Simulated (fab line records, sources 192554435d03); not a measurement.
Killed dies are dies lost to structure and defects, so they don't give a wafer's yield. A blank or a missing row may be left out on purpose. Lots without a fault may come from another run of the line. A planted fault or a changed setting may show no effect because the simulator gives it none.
fab line records | flow n5_finfet
record lots=5 wafers=15 last_day=17
route steps=1938 shown BEOL_M3@945
lots that met no fault: from a run of the same line without faults
start_h: hours from the record's first day to the start of the lot's first wafer shown | wait_h: hours since the lot's step before | " the same as in the row above | L1.1+2: a row that stands for several wafers | - no value, or no start given | * or withheld: withheld | < > ~ a bound
route shown NAME@n: a module of which the file shows steps, and the number in the route of the first | usual: mean/standard deviation of fault-free wafers | same: alike in all rows | chamber/n: place in a boat | sites: the reading at each site | _std_site: their standard deviation | _edge_site: outer sites' mean less inner sites' | radius_mm: how far each site lies from the wafer's centre | mask NAME#n: copy n | behind: the tool/chamber that last shaped the wafer | hold: why the lot was held/for how many hours/how that ended | device: the transistor (n, p or np) that didn't switch | end of line: the same wafers' tests at the end of the route | a step without rows: its recipe alone | killed: dies lost to structure and defects at the first sort, not the wafer's yield | map: a wafer's dies, x killed, . not, _ none there
set.NAME: the setting as run; set.NAME@STEP: as run at that earlier step | model.NAME: the simulator's own value behind a step, which no gauge read
lots at some steps of the route; a table a step, a row a wafer
services: from which hour (start_h, from the record's first day; less than 0 if before it) a tool's chamber was out of use, for how many hours, and why
## steps
# step N5_BEOL_M3_OVL_MEAS_12
# recipe points_per_wafer=522
# usual M3_OVL=0.1/0.66
# columns lot.wafer tool chamber start_h wait_h M3_OVL[nm]
L078.1 overlay-02 0 175.19 0.0 0.4
L078.2 " 0 " " 0.5
L078.4 " 0 " " 0.5
L081.2 overlay-01 0 196.43 0.0 -0.3
L081.3 " 0 " " -0.9
L081.5 " 0 " " -1.0
L082.3 overlay-02 0 196.90 0.0 -0.4
L082.4 " 0 " " 0.8
L082.6 " 0 " " 0.8
L092.4 overlay-02 0 257.67 0.0 1.1
L092.5 " 0 " " -0.5
L092.6 " 0 " " 0.4
L094.1 overlay-02 0 276.51 0.0 0.7
L094.3 " 0 " " 0.5
L094.6 " 0 " " -0.1
# step N5_BEOL_M3_INSPECT_13
# recipe mode=adi inspect_instrument=brightfield
# usual raw_defect_count=376/82
# columns lot.wafer tool chamber start_h wait_h raw_defect_count
L078.1 defect_inspect-01 - 175.25 0.1 354
L078.2 " - " " 403
L078.4 " - " " 436
L081.2 defect_inspect-02 - 196.48 0.0 416
L081.3 " - " " 434
L081.5 " - " " 368
L082.3 defect_inspect-01 - 196.94 0.0 391
L082.4 " - " " 439
L082.6 " - " " 491
L092.4 defect_inspect-01 - 257.71 0.0 307
L092.5 " - " " 361
L092.6 " - " " 319
L094.1 defect_inspect-02 - 276.57 0.1 324
L094.3 " - " " 396
L094.6 " - " " 405
# step N5_BEOL_M3_DESCUM_16
# recipe chemistry=O2 time_s=7 source_power_w=50 bias_power_w=20 pressure_mtorr=20 rf_frequency_hz=2.712e+07 temp_c=40 resist=CAR-EUV o2_flow_sccm=225
# usual drypump_motor_current_A=5.6/0.44 oes_product_au=0.77/0.083 rf_vpp_V=243.2/1.2 showerhead_plenum_p_Torr=2.10/0.058 throttle_valve_pct=20.54/0.2
# columns lot.wafer tool chamber start_h wait_h drypump_motor_current_A oes_product_au rf_hours_counter_h rf_vpp_V showerhead_plenum_p_Torr throttle_valve_pct
L078.1 rie_diel-05 3 175.29 0.0 5.8 0.74 162 243.7 2.09 20.50
L078.2 " 1 " " 5.5 0.71 189 241.7 2.08 20.57
L078.4 " 0 " " 5.8 0.73 189 245.0 2.19 20.70
L081.2 rie_diel-03 3 196.52 0.0 5.6 0.76 164 245.0 2.18 20.82
L081.3 " 1 " " 5.1 0.76 156 244.3 2.11 20.66
L081.5 " 3 " " 5.6 0.76 - 244.0 2.18 20.82
L082.3 rie_diel-05 3 196.98 0.0 5.9 0.74 167 243.2 2.09 20.52
L082.4 " 1 " " 5.6 0.71 194 241.8 2.08 20.58
L082.6 " 3 " " 5.9 0.73 - 242.2 2.08 20.52
L092.4 rie_diel-04 0 257.76 0.0 6.1 0.71 - 242.9 2.08 20.54
L092.5 " 1 " " 5.5 0.76 - 242.1 2.10 20.80
L092.6 " 3 " " 5.0 0.99 - 243.9 2.07 20.37
L094.1 rie_diel-03 0 276.60 0.0 5.5 0.83 85 242.4 2.03 20.50
L094.3 " 1 " " 5.1 0.73 179 244.0 2.11 20.70
L094.6 " 3 " " 5.6 0.74 - 244.3 2.18 20.83
# step N5_BEOL_M3_ETCH_74
# recipe chemistry=N2/H2 target=underlayer target_depth_a=65 mask_material=CAR-EUV time_s=5.2 ion_energy_ev=200 pressure_mtorr=30 source_w=840 bias_w=150 n2_flow_sccm=200 h2_flow_sccm=200 ends=cleared
# usual drypump_motor_current_A=5.6/0.44 etch_rf_on_time_s=5.22/0.16 oes_product_au=0.65/0.07 rf_vpp_V=523.9/2.2 showerhead_plenum_p_Torr=2.54/0.065 throttle_valve_pct=17.92/0.21
# columns lot.wafer tool chamber start_h wait_h drypump_motor_current_A etch_rf_on_time_s oes_product_au rf_hours_counter_h rf_vpp_V showerhead_plenum_p_Torr throttle_valve_pct
L078.1 rie_diel-05 3 175.32 0.0 5.9 5.25 0.65 162 524.6 2.55 18.13
L078.2 " 1 " " 5.6 5.56 0.58 189 522.3 2.54 18.02
L078.4 " 0 " " 5.8 5.20 0.61 189 526.3 2.62 17.89
L081.2 rie_diel-03 3 196.55 0.0 5.6 5.04 0.65 164 526.6 2.64 18.08
L081.3 " 1 " " 5.1 5.23 0.64 156 522.8 2.52 17.80
L081.5 " 3 " " 5.6 5.10 0.66 - 527.0 2.64 18.10
L082.3 rie_diel-05 3 197.01 0.0 5.8 5.28 0.64 167 524.0 2.54 18.12
L082.4 " 1 " " 5.6 5.64 0.58 194 525.3 2.54 18.03
L082.6 " 3 " " 5.8 5.24 0.63 - 525.6 2.54 18.12
L092.4 rie_diel-04 0 257.79 0.0 6.1 5.01 0.62 - 521.8 2.53 18.08
L092.5 " 1 " " 5.6 5.26 0.65 - 525.2 2.54 18.13
L092.6 " 3 " " 4.9 5.03 0.84 - 522.9 2.48 17.49
L094.1 rie_diel-03 0 276.64 0.0 5.5 5.27 0.70 85 524.7 2.47 17.91
L094.3 " 1 " " 5.1 5.24 0.62 179 523.7 2.51 17.90
L094.6 " 3 " " 5.6 5.03 0.63 - 527.4 2.63 18.11
# step N5_BEOL_M3_ETCH_63
# recipe chemistry=CF4 target=SiARC target_depth_a=156 mask_material=CAR-EUV time_s=26 ion_energy_ev=80 pressure_mtorr=40 source_w=545 bias_w=36 Ar_flow_sccm=100 cf4_flow_sccm=100 ends=cleared
# usual drypump_motor_current_A=5.6/0.44 etch_rf_on_time_s=26.1/0.65 oes_product_au=0.65/0.069 rf_vpp_V=184.1/1 showerhead_plenum_p_Torr=2.14/0.053 throttle_valve_pct=15.68/0.2
# columns lot.wafer tool chamber start_h wait_h drypump_motor_current_A etch_rf_on_time_s oes_product_au rf_hours_counter_h rf_vpp_V showerhead_plenum_p_Torr throttle_valve_pct
L078.1 rie_diel-05 3 175.34 0.0 5.8 26.0 0.64 162 184.0 2.13 15.68
L078.2 " 1 " " 5.5 27.3 0.60 189 183.2 2.12 15.69
L078.4 " 0 " " 5.8 25.8 0.62 189 185.2 2.21 15.78
L081.2 rie_diel-03 3 196.57 0.0 5.6 25.5 0.65 164 184.8 2.22 15.95
L081.3 " 1 " " 5.1 26.5 0.63 156 184.5 2.15 15.70
L081.5 " 3 " " 5.6 25.6 0.64 - 185.0 2.22 15.96
L082.3 rie_diel-05 3 197.03 0.0 5.8 26.2 0.64 167 184.0 2.13 15.70
L082.4 " 1 " " 5.5 27.5 0.59 194 184.0 2.12 15.72
L082.6 " 3 " " 5.8 26.4 0.64 - 182.9 2.13 15.69
L092.4 rie_diel-04 0 257.81 0.0 6.2 25.6 0.62 - 183.0 2.13 15.75
L092.5 " 1 " " 5.6 26.7 0.65 - 183.7 2.15 15.90
L092.6 " 3 " " 5.0 25.7 0.85 - 183.1 2.11 15.38
L094.1 rie_diel-03 0 276.66 0.0 5.5 26.3 0.70 85 184.4 2.08 15.57
L094.3 " 1 " " 5.1 26.1 0.63 179 184.8 2.14 15.74
L094.6 " 3 " " 5.6 25.2 0.64 - 183.5 2.21 16.01
# step N5_BEOL_M3_ETCH_64
# recipe chemistry=N2/H2 target=SOC target_depth_a=750 overetch_a=150 mask_material=SiARC temp_c=40 time_s=112.5 ion_energy_ev=200 pressure_mtorr=30 source_w=840 bias_w=150 n2_flow_sccm=200 h2_flow_sccm=200
# usual drypump_motor_current_A=5.6/0.44 oes_product_au=0.60/0.062 rf_vpp_V=523.9/1.9 showerhead_plenum_p_Torr=2.54/0.065 throttle_valve_pct=17.88/0.21
# columns lot.wafer tool chamber start_h wait_h drypump_motor_current_A oes_product_au rf_hours_counter_h rf_vpp_V showerhead_plenum_p_Torr throttle_valve_pct
L078.1 rie_diel-05 3 175.37 0.0 5.8 0.60 162 524.8 2.54 18.07
L078.2 " 1 " " 5.5 0.57 189 522.4 2.54 17.99
L078.4 " 0 " " 5.8 0.57 189 525.4 2.62 17.85
L081.2 rie_diel-03 3 196.60 0.0 5.6 0.59 164 525.3 2.64 18.02
L081.3 " 1 " " 5.1 0.60 156 525.1 2.52 17.79
L081.5 " 3 " " 5.6 0.59 - 526.7 2.64 18.05
L082.3 rie_diel-05 3 197.06 0.0 5.9 0.59 167 522.5 2.54 18.10
L082.4 " 1 " " 5.6 0.56 194 523.1 2.54 18.00
L082.6 " 3 " " 5.8 0.59 - 522.6 2.54 18.11
L092.4 rie_diel-04 0 257.88 0.1 6.2 0.57 - 523.6 2.53 18.06
L092.5 " 1 " " 5.5 0.60 - 524.0 2.54 18.10
L092.6 " 3 " " 5.0 0.77 - 523.7 2.48 17.43
L094.1 rie_diel-03 0 276.68 0.0 5.5 0.65 85 521.0 2.47 17.88
L094.3 " 1 " " 5.1 0.59 179 523.3 2.51 17.83
L094.6 " 3 " " 5.6 0.57 - 525.1 2.63 18.07
# step N5_BEOL_M3_STRIP_65
# recipe chemistry=N2/H2 temp_c=40 n2_flow_sccm=200 h2_flow_sccm=200 rf_frequency_hz=6e+07
# columns lot.wafer tool chamber start_h wait_h
L078.1+2+4 rie_diel-05 3,1,0 175.47 0.1
L081.2+3+5 rie_diel-03 3,1,3 196.70 0.1
L082.3+4+6 rie_diel-05 3,1,3 197.17 0.1
L092.4+5+6 rie_diel-04 0,1,3 257.94 0.0
L094.1+3+6 rie_diel-03 0,1,3 276.79 0.1
# step N5_BEOL_M3_STRIP_75
# recipe chemistry=N2/H2 temp_c=40 n2_flow_sccm=200 h2_flow_sccm=200 rf_frequency_hz=6e+07
# columns lot.wafer tool chamber start_h wait_h
L078.1+2+4 rie_diel-05 3,1,0 175.48 0.0
L081.2+3+5 rie_diel-03 3,1,3 196.71 0.0
L082.3+4+6 rie_diel-05 3,1,3 197.18 0.0
L092.4+5+6 rie_diel-04 0,1,3 257.95 0.0
L094.1+3+6 rie_diel-03 0,1,3 276.80 0.0
# step N5_BEOL_M3_STRIP_66
# recipe chemistry=CF4 resist=SiARC power_w=300 bias_power_w=75 pressure_mtorr=50 cf4_flow_sccm=150 rf_frequency_hz=6e+07
# usual drypump_motor_current_A=5.6/0.44 oes_product_au=0.75/0.076 rf_vpp_V=271.2/1.3 showerhead_plenum_p_Torr=1.80/0.045 throttle_valve_pct=13.67/0.21
# columns lot.wafer tool chamber start_h wait_h drypump_motor_current_A oes_product_au rf_hours_counter_h rf_vpp_V showerhead_plenum_p_Torr throttle_valve_pct
L078.1 rie_diel-05 3 175.49 0.0 5.8 0.74 162 272.2 1.79 13.70
L078.2 " 1 " " 5.6 0.71 189 269.2 1.78 13.72
L078.4 " 0 " " 5.8 0.71 189 273.5 1.86 13.81
L081.2 rie_diel-03 3 196.72 0.0 5.6 0.74 164 271.8 1.86 13.93
L081.3 " 1 " " 5.1 0.74 156 270.5 1.81 13.68
L081.5 " 3 " " 5.6 0.74 - 272.7 1.86 13.93
L082.3 rie_diel-05 3 197.19 0.0 5.8 0.74 167 270.7 1.79 13.69
L082.4 " 1 " " 5.6 0.70 194 271.8 1.78 13.73
L082.6 " 3 " " 5.8 0.74 - 271.5 1.79 13.70
L092.4 rie_diel-04 0 257.96 0.0 6.2 0.71 - 270.7 1.79 13.73
L092.5 " 1 " " 5.6 0.76 - 271.5 1.80 13.90
L092.6 " 3 " " 5.0 0.98 - 271.1 1.76 13.30
L094.1 rie_diel-03 0 276.81 0.0 5.4 0.81 85 268.8 1.75 13.53
L094.3 " 1 " " 5.1 0.74 179 272.2 1.80 13.73
L094.6 " 3 " " 5.6 0.72 - 273.9 1.85 14.01
# step N5_BEOL_M3_HM_OPEN_17
# recipe chemistry=Cl2/BCl3 target_depth_a=200 overetch_a=60 target=TiN mask_material=SOC ion_energy_ev=150 pressure_mtorr=10 icp_w=1000 bias_w=126 Cl2_flow_sccm=53.25 bcl3_flow_sccm=21.75 Ar_flow_sccm=25
# usual drypump_motor_current_A=5.7/0.39 oes_ar_750_au=0.77/0.087 oes_product_au=0.65/0.089 throttle_valve_pct=22.13/0.18
# columns lot.wafer tool chamber start_h wait_h drypump_motor_current_A oes_ar_750_au oes_product_au rf_hours_counter_h throttle_valve_pct
L078.1 rie_metal-02 1 175.53 0.0 5.3 0.84 0.71 16 22.36
L078.2 " 0 " " 5.8 0.71 0.60 80 21.96
L078.4 " 1 " " 5.2 0.83 0.71 - 22.37
L081.2 rie_metal-02 0 196.76 0.0 5.8 0.71 0.59 81 21.98
L081.3 " 0 " " 5.8 0.71 0.59 - 21.96
L081.5 " 1 " " 5.2 0.83 0.71 - 22.36
L082.3 rie_metal-02 1 197.26 0.1 5.3 0.84 0.72 - 22.36
L082.4 " 0 " " 5.8 0.70 0.59 - 21.96
L082.6 " 0 " " 5.8 0.71 0.59 - 21.96
L092.4 rie_metal-02 1 258.02 0.1 5.3 0.81 0.71 - 22.35
L092.5 " 0 " " 5.8 0.70 0.58 - 21.99
L092.6 " 1 " " 5.2 0.81 0.70 - 22.37
L094.1 rie_metal-02 1 276.85 0.0 5.3 0.80 0.69 24 22.38
L094.3 " 1 " " 5.3 0.81 0.69 - 22.39
L094.6 " 0 " " 5.8 0.69 0.58 - 21.96
# step N5_BEOL_M3_STRIP_19
# recipe chemistry=O2 power_w=400 temp_c=40 pressure_mtorr=30 rf_frequency_hz=6e+07 bias_power_w=0 overash_fraction=0.2 o2_flow_sccm=225
# usual drypump_motor_current_A=5.6/0.42 oes_product_au=0.76/0.074 rf_vpp_V=3.6/0.46 showerhead_plenum_p_Torr=2.11/0.055 throttle_valve_pct=16.80/0.21
# columns lot.wafer tool chamber start_h wait_h drypump_motor_current_A oes_product_au rf_hours_counter_h rf_vpp_V showerhead_plenum_p_Torr throttle_valve_pct
L078.1 rie_diel-03 2 175.66 0.1 5.1 0.67 247 2.6 2.15 16.65
L078.2 " 3 " " 5.6 0.77 158 3.9 2.19 17.05
L078.4 " 1 " " 5.1 0.78 151 3.5 2.12 16.83
L081.2 rie_diel-05 0 196.94 0.1 5.8 0.72 194 2.8 2.20 16.96
L081.3 " 2 " " 5.2 0.71 181 3.9 2.10 16.67
L081.5 " 0 " " 5.8 0.72 - 3.3 2.20 16.96
L082.3 rie_diel-05 1 197.35 0.1 5.6 0.71 194 3.6 2.09 16.85
L082.4 " 3 " " 5.8 0.75 167 3.9 2.09 16.78
L082.6 " 0 " " 5.8 0.73 - 3.9 2.20 16.97
L092.4 rie_diel-05 3 258.14 0.1 5.8 0.73 - 3.1 2.08 16.81
L092.5 " 2 " " 5.3 0.71 - 3.6 2.09 16.71
L092.6 " 0 " " 5.8 0.71 - 3.7 2.19 17.00
L094.1 rie_diel-03 2 276.96 0.1 5.1 0.95 21 3.3 2.14 16.29
L094.3 " 1 " " 5.1 0.75 179 4.0 2.11 16.89
L094.6 " 3 " " 5.6 0.74 - 4.5 2.18 17.10
# step N5_BEOL_M3_CD_MEAS_18
# recipe pitch_nm=36 target_cd_nm=18
# usual cd_nm=18.0/0.31
# columns lot.wafer tool chamber start_h wait_h cd_nm
L078.1 cd_sem-01 - 175.73 0.0 18.2
L078.2 " - " " 18.0
L078.4 " - " " 18.5
L081.2 cd_sem-02 - 197.01 0.1 18.1
L081.3 " - " " 17.7
L081.5 " - " " 18.4
L082.3 cd_sem-01 - 197.42 0.1 18.0
L082.4 " - " " 18.2
L082.6 " - " " 18.1
L092.4 cd_sem-03 - 258.20 0.0 17.8
L092.5 " - " " 17.2
L092.6 " - " " 17.7
L094.1 cd_sem-02 - 277.03 0.0 17.9
L094.3 " - " " 18.4
L094.6 " - " " 18.1
# step N5_BEOL_M3_COAT_67
# recipe resist=SOC temp_c=250 time_s=60 spin_rpm=1500 resist_thk_nm=60
# columns lot.wafer tool chamber start_h wait_h
L078.1+2+4 litho_track-02 0 175.77 0.0
L081.2+3+5 litho_track-05 0 197.05 0.0
L082.3+4+6 litho_track-05 0 197.45 0.0
L092.4+5+6 litho_track-05 0 258.23 0.0
L094.1+3+6 litho_track-03 0 277.07 0.0
# step N5_BEOL_M3_COAT_68
# recipe resist=SiARC temp_c=220 time_s=60 spin_rpm=1500 resist_thk_nm=12
# columns lot.wafer tool chamber start_h wait_h
L078.1+2+4 litho_track-02 0 - -
L081.2+3+5 litho_track-05 0 - -
L082.3+4+6 litho_track-05 0 - -
L092.4+5+6 litho_track-05 0 - -
L094.1+3+6 litho_track-03 0 - -
# step N5_BEOL_M3_COAT_76
# recipe resist=underlayer temp_c=205 time_s=60 spin_rpm=1500 resist_thk_nm=5
# columns lot.wafer tool chamber start_h wait_h
L078.1+2+4 litho_track-02 0 - -
L081.2+3+5 litho_track-05 0 - -
L082.3+4+6 litho_track-05 0 - -
L092.4+5+6 litho_track-05 0 - -
L094.1+3+6 litho_track-03 0 - -
# step N5_BEOL_M3_COAT_22
# recipe resist=CAR-EUV spin_rpm=1500 resist_thk_nm=30
# columns lot.wafer tool chamber start_h wait_h
L078.1+2+4 litho_track-02 0 - -
L081.2+3+5 litho_track-05 0 - -
L082.3+4+6 litho_track-05 0 - -
L092.4+5+6 litho_track-05 0 - -
L094.1+3+6 litho_track-03 0 - -
# step N5_BEOL_M3_EBR_24
# recipe solvent=PGMEA ebr_width_mm=1.5
# columns lot.wafer tool chamber start_h wait_h
L078.1+2+4 litho_track-02 0 - -
L081.2+3+5 litho_track-05 0 - -
L082.3+4+6 litho_track-05 0 - -
L092.4+5+6 litho_track-05 0 - -
L094.1+3+6 litho_track-03 0 - -
# step N5_BEOL_M3_SOFTBAKE_23
# recipe temp_c=110 time_s=60 resist=CAR-EUV
# columns lot.wafer tool chamber start_h wait_h
L078.1+2+4 litho_track-02 0 - -
L081.2+3+5 litho_track-05 0 - -
L082.3+4+6 litho_track-05 0 - -
L092.4+5+6 litho_track-05 0 - -
L094.1+3+6 litho_track-03 0 - -
# step N5_BEOL_M3_EXPOSE_25
# recipe mask_id=V2 na=0.33 source_shape=quasar sigma_inner=0.2 sigma_outer=0.8 polarization=unpolarized defocus_nm=5 dose_mj=63
# columns lot.wafer tool chamber start_h wait_h mask
L078.1+2+4 euv_scanner-01 0 175.94 - V2#0
L081.2+3+5 euv_scanner-01 0 197.32 - V2#0
L082.3+4+6 euv_scanner-02 0 197.73 - V2#0
L092.4+5+6 euv_scanner-01 0 258.39 - V2#0
L094.1+3+6 euv_scanner-02 0 277.25 - V2#0
# step N5_BEOL_M3_PEB_26
# recipe peb_temp_c=100 peb_time_s=60 resist=CAR-EUV
# columns lot.wafer tool chamber start_h wait_h
L078.1+2+4 litho_track-02 0 176.01 0.1
L081.2+3+5 litho_track-05 0 197.39 0.1
L082.3+4+6 litho_track-05 0 197.80 0.1
L092.4+5+6 litho_track-03 0 258.45 0.0
L094.1+3+6 litho_track-02 0 277.33 0.1
# step N5_BEOL_M3_DEVELOP_27
# recipe develop_time_s=30 developer=TMAH resist=CAR-EUV rinse_liquid=surfactant_rinse dry=air_spin dev_temp_c=23
# columns lot.wafer tool chamber start_h wait_h
L078.1+2+4 litho_track-02 0 - -
L081.2+3+5 litho_track-05 0 - -
L082.3+4+6 litho_track-05 0 - -
L092.4+5+6 litho_track-03 0 - -
L094.1+3+6 litho_track-02 0 - -
# step N5_BEOL_M3_CD_MEAS_28
# recipe target_cd_nm=25.7 landing_energy_ev=500 detector=se_inlens target_cd_y_nm=23.3 polarity=opening
# usual cd_nm=25.72/0.25
# same landing_energy_ev=500
# columns lot.wafer tool chamber start_h wait_h cd_nm
L078.1 cd_sem-02 0 176.08 - 25.99
L078.2 " 0 " " 25.95
L078.4 " 0 " " 26.05
L081.2 cd_sem-03 0 197.46 - 25.70
L081.3 " 0 " " 25.65
L081.5 " 0 " " 25.46
L082.3 cd_sem-03 0 197.86 - 26.04
L082.4 " 0 " " 26.22
L082.6 " 0 " " 25.50
L092.4 cd_sem-01 0 258.51 - 25.68
L092.5 " 0 " " 25.89
L092.6 " 0 " " 25.86
L094.1 cd_sem-03 0 277.39 - 25.93
L094.3 " 0 " " 25.69
L094.6 " 0 " " 25.76
# step N5_BEOL_M3_OVL_MEAS_29
# recipe points_per_wafer=522
# usual V2_OVL=-0.2/0.84
# columns lot.wafer tool chamber start_h wait_h V2_OVL[nm]
L078.1 overlay-02 0 176.11 0.0 -0.9
L078.2 " 0 " " 0.8
L078.4 " 0 " " 1.0
L081.2 overlay-01 0 197.49 0.0 0.4
L081.3 " 0 " " 0.9
L081.5 " 0 " " 0.9
L082.3 overlay-02 0 197.90 0.0 -0.4
L082.4 " 0 " " -0.8
L082.6 " 0 " " -0.6
L092.4 overlay-01 0 258.56 0.0 0.2
L092.5 " 0 " " 0.1
L092.6 " 0 " " -0.7
L094.1 overlay-01 0 277.42 0.0 0.6
L094.3 " 0 " " -0.8
L094.6 " 0 " " -0.7
# step N5_BEOL_M3_INSPECT_30
# recipe mode=adi inspect_instrument=brightfield
# usual raw_defect_count=384/86
# columns lot.wafer tool chamber start_h wait_h raw_defect_count
L078.1 defect_inspect-02 - 176.17 0.1 388
L078.2 " - " " 459
L078.4 " - " " 456
L081.2 defect_inspect-02 - 197.54 0.0 414
L081.3 " - " " 443
L081.5 " - " " 364
L082.3 defect_inspect-01 - 197.95 0.0 405
L082.4 " - " " 411
L082.6 " - " " 497
L092.4 defect_inspect-01 - 258.60 0.0 294
L092.5 " - " " 362
L092.6 " - " " 310
L094.1 defect_inspect-02 - 277.48 0.1 330
L094.3 " - " " 409
L094.6 " - " " 394
# step N5_BEOL_M3_DESCUM_33
# recipe chemistry=O2 time_s=7 source_power_w=50 bias_power_w=20 pressure_mtorr=20 rf_frequency_hz=2.712e+07 temp_c=40 resist=CAR-EUV o2_flow_sccm=225
# usual drypump_motor_current_A=5.5/0.37 oes_product_au=0.76/0.071 rf_vpp_V=243.0/0.99 showerhead_plenum_p_Torr=2.10/0.055 throttle_valve_pct=20.57/0.19
# columns lot.wafer tool chamber start_h wait_h drypump_motor_current_A oes_product_au rf_hours_counter_h rf_vpp_V showerhead_plenum_p_Torr throttle_valve_pct
L078.1 rie_diel-03 1 176.24 0.1 5.1 0.77 151 242.6 2.12 20.65
L078.2 " 0 " " 5.5 0.87 56 241.5 2.04 20.46
L078.4 " 2 " " 5.1 0.68 247 245.2 2.14 20.34
L081.2 rie_diel-05 3 197.58 0.0 5.9 0.73 167 243.0 2.08 20.52
L081.3 " 1 " " 5.6 0.71 194 240.7 2.08 20.59
L081.5 " 1 " " 5.6 0.71 - 243.3 2.08 20.57
L082.3 rie_diel-03 0 197.98 0.0 5.4 0.85 61 241.9 2.04 20.47
L082.4 " 3 " " 5.6 0.76 - 243.8 2.18 20.81
L082.6 " 0 " " 5.5 0.86 - 242.4 2.04 20.48
L092.4 rie_diel-03 1 258.63 0.0 5.1 0.75 174 243.2 2.11 20.68
L092.5 " 1 " " 5.1 0.75 - 243.3 2.11 20.69
L092.6 " 0 " " 5.4 0.84 - 243.2 2.04 20.49
L094.1 rie_diel-05 1 277.55 0.1 5.6 0.70 211 242.0 2.08 20.61
L094.3 " 2 " " 5.2 0.70 207 244.6 2.08 20.45
L094.6 " 1 " " 5.5 0.70 - 242.0 2.08 20.60
# step N5_BEOL_M3_ETCH_77
# recipe chemistry=N2/H2 target=underlayer target_depth_a=65 mask_material=CAR-EUV time_s=5.2 ion_energy_ev=200 pressure_mtorr=30 source_w=840 bias_w=150 n2_flow_sccm=200 h2_flow_sccm=200 ends=cleared
# usual drypump_motor_current_A=5.5/0.37 etch_rf_on_time_s=5.22/0.16 oes_product_au=0.64/0.061 rf_vpp_V=524.0/2.1 showerhead_plenum_p_Torr=2.54/0.059 throttle_valve_pct=17.92/0.19
# columns lot.wafer tool chamber start_h wait_h drypump_motor_current_A etch_rf_on_time_s oes_product_au rf_hours_counter_h rf_vpp_V showerhead_plenum_p_Torr throttle_valve_pct
L078.1 rie_diel-03 1 176.27 0.0 5.1 5.18 0.64 151 525.3 2.52 17.82
L078.2 " 0 " " 5.5 5.24 0.73 56 523.9 2.48 17.84
L078.4 " 2 " " 5.1 5.33 0.57 247 526.5 2.59 17.73
L081.2 rie_diel-05 3 197.61 0.0 5.9 5.18 0.63 167 523.6 2.54 18.15
L081.3 " 1 " " 5.5 5.56 0.58 194 522.6 2.54 18.03
L081.5 " 1 " " 5.6 5.61 0.58 - 522.4 2.54 18.03
L082.3 rie_diel-03 0 198.02 0.0 5.5 5.21 0.72 61 524.1 2.48 17.84
L082.4 " 3 " " 5.6 5.00 0.65 - 526.4 2.64 18.08
L082.6 " 0 " " 5.5 5.28 0.72 - 521.7 2.48 17.84
L092.4 rie_diel-03 1 258.67 0.0 5.1 5.20 0.63 174 524.1 2.51 17.85
L092.5 " 1 " " 5.1 5.22 0.63 - 522.4 2.51 17.89
L092.6 " 0 " " 5.5 5.23 0.71 - 522.8 2.47 17.89
L094.1 rie_diel-05 1 277.58 0.0 5.6 5.71 0.57 211 523.9 2.53 18.06
L094.3 " 2 " " 5.3 5.44 0.59 207 522.6 2.51 17.80
L094.6 " 1 " " 5.6 5.65 0.57 - 521.0 2.53 18.07
# step N5_BEOL_M3_ETCH_69
# recipe chemistry=CF4 target=SiARC target_depth_a=156 mask_material=CAR-EUV time_s=26 ion_energy_ev=80 pressure_mtorr=40 source_w=545 bias_w=36 Ar_flow_sccm=100 cf4_flow_sccm=100 ends=cleared
# usual drypump_motor_current_A=5.5/0.37 etch_rf_on_time_s=26.2/0.68 oes_product_au=0.64/0.06 rf_vpp_V=184.0/0.99 showerhead_plenum_p_Torr=2.14/0.05 throttle_valve_pct=15.69/0.18
# columns lot.wafer tool chamber start_h wait_h drypump_motor_current_A etch_rf_on_time_s oes_product_au rf_hours_counter_h rf_vpp_V showerhead_plenum_p_Torr throttle_valve_pct
L078.1 rie_diel-03 1 176.29 0.0 5.1 26.3 0.64 151 185.3 2.15 15.68
L078.2 " 0 " " 5.5 26.4 0.73 56 183.3 2.09 15.52
L078.4 " 2 " " 5.1 26.6 0.57 247 184.3 2.20 15.66
L081.2 rie_diel-05 3 197.63 0.0 5.8 26.2 0.63 167 184.2 2.13 15.69
L081.3 " 1 " " 5.5 27.8 0.58 194 183.1 2.12 15.72
L081.5 " 1 " " 5.5 28.0 0.59 - 183.8 2.12 15.72
L082.3 rie_diel-03 0 198.04 0.0 5.4 26.7 0.72 61 184.1 2.09 15.55
L082.4 " 3 " " 5.6 25.4 0.65 - 184.6 2.22 15.98
L082.6 " 0 " " 5.5 26.5 0.72 - 183.1 2.09 15.54
L092.4 rie_diel-03 1 258.68 0.0 5.1 26.3 0.63 174 183.8 2.14 15.73
L092.5 " 1 " " 5.1 26.4 0.63 - 182.0 2.14 15.73
L092.6 " 0 " " 5.5 26.3 0.71 - 183.2 2.08 15.58
L094.1 rie_diel-05 1 277.60 0.0 5.6 27.7 0.57 211 184.5 2.11 15.75
L094.3 " 2 " " 5.3 26.7 0.59 207 183.2 2.12 15.57
L094.6 " 1 " " 5.6 27.9 0.57 - 183.8 2.11 15.75
# step N5_BEOL_M3_ALD_98
# recipe material=SiO2 target_thk_a=25 temp_c=100 ald_precursor_family=BDEAS ald_co_reactant=O2-plasma pulse_time_s=1 co_reactant_pulse_time_s=1 purge_time_s=2 co_reactant_purge_time_s=2 ald_cycles=17 pressure_torr=2
# usual heater_power_w=76.4/3 precursor_pulse_height_rel=1.001/0.019
# same ald_cycles=17 co_reactant_pulse_time_s=1
# columns lot.wafer tool chamber start_h wait_h heater_power_w precursor_pulse_height_rel
L078.1 ald_sin-04 1 176.38 0.1 76.1 1.021
L078.2 " 3 " " 76.8 1.003
L078.4 " 0 " " 75.6 0.996
L081.2 ald_sin-01 3 197.71 0.1 68.6 1.028
L081.3 " 0 " " 79.9 0.981
L081.5 " 0 " " 79.5 0.998
L082.3 ald_sin-01 1 198.12 0.1 74.2 0.980
L082.4 " 1 " " 73.5 1.018
L082.6 " 0 " " 77.2 0.983
L092.4 ald_sin-03 1 258.77 0.1 81.2 1.042
L092.5 " 2 " " 79.0 1.027
L092.6 " 3 " " 75.8 0.967
L094.1 ald_sin-04 1 278.20 0.6 75.5 1.025
L094.3 " 3 " " 76.9 0.990
L094.6 " 1 " " 75.7 1.027
## services
# columns tool chamber start_h hours kind
euv_scanner-01 - 151.75 1.0 pm
euv_scanner-02 - 152.05 0.6 repair
ald_sin-01 - 157.02 14.6 pm
rie_diel-04 3 164.80 1.4 repair
euv_scanner-02 - 165.59 1.0 pm
euv_scanner-02 - 171.62 4.6 pm
euv_scanner-01 - 176.23 5.8 pm
ald_sin-01 - 176.75 14.0 pm
rie_diel-03 2 186.93 - clean
euv_scanner-02 - 187.13 0.9 repair
rie_diel-03 1 194.09 2.4 repair
ald_sin-01 2 197.06 3.2 repair
euv_scanner-01 - 207.90 1.0 pm
ald_sin-04 1 232.00 10.4 repair
euv_scanner-02 - 236.83 17.3 pm
ald_sin-03 - 237.07 0.9 repair
rie_diel-03 1 238.76 4.5 repair
ald_sin-04 3 238.99 12.5 repair
ald_sin-04 3 253.67 21.0 repair
ald_sin-04 1 254.91 9.0 repair
euv_scanner-02 - 256.61 4.8 repair
euv_scanner-01 - 264.05 1.0 pm
ald_sin-03 2 275.70 5.3 repair
euv_scanner-01 - 277.59 4.6 pm
## key
fault none
